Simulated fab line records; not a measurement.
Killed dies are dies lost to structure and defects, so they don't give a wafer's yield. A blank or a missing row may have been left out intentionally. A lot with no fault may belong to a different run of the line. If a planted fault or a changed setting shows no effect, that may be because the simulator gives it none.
Problem report in the 8D (eight disciplines) form, filled by code || flow n5_finfet || the parts of the form that need people (team, actions taken, sign-off) are left out

== 1. THE PROBLEM ==
VIA_MOL_THK at N5_MOL_CONTACT_COAG_THK_MEAS_53 reads a mean of 17.0 nm on 2 wafers of 1 lot; wafers without a fault read 44.2 nm with a standard deviation of 0.58. Relative to the usual mean, that is a shift of -47 standard deviations.
The first sign was on wafer L702.3 at day 11 02:31, on film_metro-02. Wafers with a number at this step in the record: 9, from 3 lots. Rule for "out" (also "out of limits"): further than 4 standard deviations from the usual mean. Any other wafer with a number is counted as sound.

== 2. WHAT THIS IS AND IS NOT ==
{"question": "which readings at this step", "is": "VIA_MOL_THK", "is not": "-"}
{"question": "which lots", "is": "L702", "is not": "L679, L688"}
{"question": "which wafers of those lots", "is": "L702.3, L702.4", "is not": "L702.6"}
{"question": "read on which gauges", "is": "film_metro-02", "is not": "-"}
{"question": "when", "is": "from day 11 02:31", "is not": "up to then (7 sound wafers)"}

== 3. SUSPECTS, AND WHAT RULES EACH OUT ==
Counting: any tool at a process step up to the reading remains a suspect provided it ran every lot that is out. Sound lots after the first of them don't rule it out here, since some wafers of a struck lot are sound.
- the gauge at N5_MOL_CONTACT_COAG_THK_MEAS_53: kept. All the wafers that are out were read on film_metro-02, and no step on other tools shows them out.
- pecvd-04 at N5_MOL_CONTACT_COAG_PECVD_31 (deposits SiO2 from TEOS/O2, target thk 46 nm, time 8.9 s): kept. L702, the lot that is out, went through it at day 10 19:59; up to then, the latest sound lot through it was L679 at day 5 06:04.
- rie_diel-06 at N5_MOL_CONTACT_COAG_VIA_ETCH_46 (etches SiO2 in C4F6/O2, target depth 46 nm, overetch 9.2 nm, time 40 s): kept. It ran the lot that is out, L702 (day 10 23:17).
- cmp-01 at N5_MOL_CONTACT_COAG_CMP_52 (polishes, stops on SiO2, t overpolish 1.5 s, target thk 66.5 nm): kept. It ran the lot that is out, L702 (day 11 02:16).
- The sound lot-mates ran in chamber 0 of pecvd-04 at N5_MOL_CONTACT_COAG_PECVD_31, but the wafers that are out ran in chamber 2.
Left after counting: pecvd-04 at N5_MOL_CONTACT_COAG_PECVD_31, rie_diel-06 at N5_MOL_CONTACT_COAG_VIA_ETCH_46, cmp-01 at N5_MOL_CONTACT_COAG_CMP_52, film_metro-02 at N5_MOL_CONTACT_COAG_THK_MEAS_53.

== 4. THE CAUSE (what the simulator had put in) ==
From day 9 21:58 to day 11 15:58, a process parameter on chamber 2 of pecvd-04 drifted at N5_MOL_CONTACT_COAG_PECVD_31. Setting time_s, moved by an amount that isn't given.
4 suspects survive the count, and this tool is in that group.

== 5. THE CHAIN OF EFFECTS, in route order ==
Rows list readings where the struck wafers' mean (over those with a number) sits beyond 3 standard deviations from the usual. Readings are gone through only where the record gives a usual standard deviation; hours: the median, over the lots, of the time from a lot's start at the first step in this table giving one to that lot's start at this step; sigmas: the change measured in usual standard deviations.
{"hours": 0, "step": "N5_MOL_CONTACT_COAG_VIA_ETCH_46", "reading": "oes_product_au", "usual": "0.74 a.u.", "on struck wafers": 0.46, "change": -0.28, "sigmas": -3.6}
{"hours": 3, "step": "N5_MOL_CONTACT_COAG_THK_MEAS_53", "reading": "VIA_MOL_THK", "usual": "44.2 nm", "on struck wafers": 17.0, "change": -27.2, "sigmas": -47}
Process steps it contains:
- N5_MOL_CONTACT_COAG_VIA_ETCH_46: etches SiO2 in C4F6/O2, target depth 46 nm, overetch 9.2 nm, time 40 s.
Readings that are blank on the struck wafers while sound wafers have them: susceptor_temp_C at N5_MOL_CONTACT_COAG_PECVD_31.

== 6. WHAT WOULD HAVE CAUGHT IT SOONER ==
The first out-of-limits reading at a measuring or inspecting step in this record came at day 11 02:31, 29 hours after the fault's start at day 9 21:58.
At N5_MOL_CONTACT_COAG_PECVD_31 the tool's readings are blank on the struck wafers, where sound wafers have them: an empty tool record is the first sign, and it was there at once.
Lots out: 1; all had begun N5_MOL_CONTACT_COAG_PECVD_31 on pecvd-04 by day 11 02:31. A hold on the tool at that time would have spared none of them.
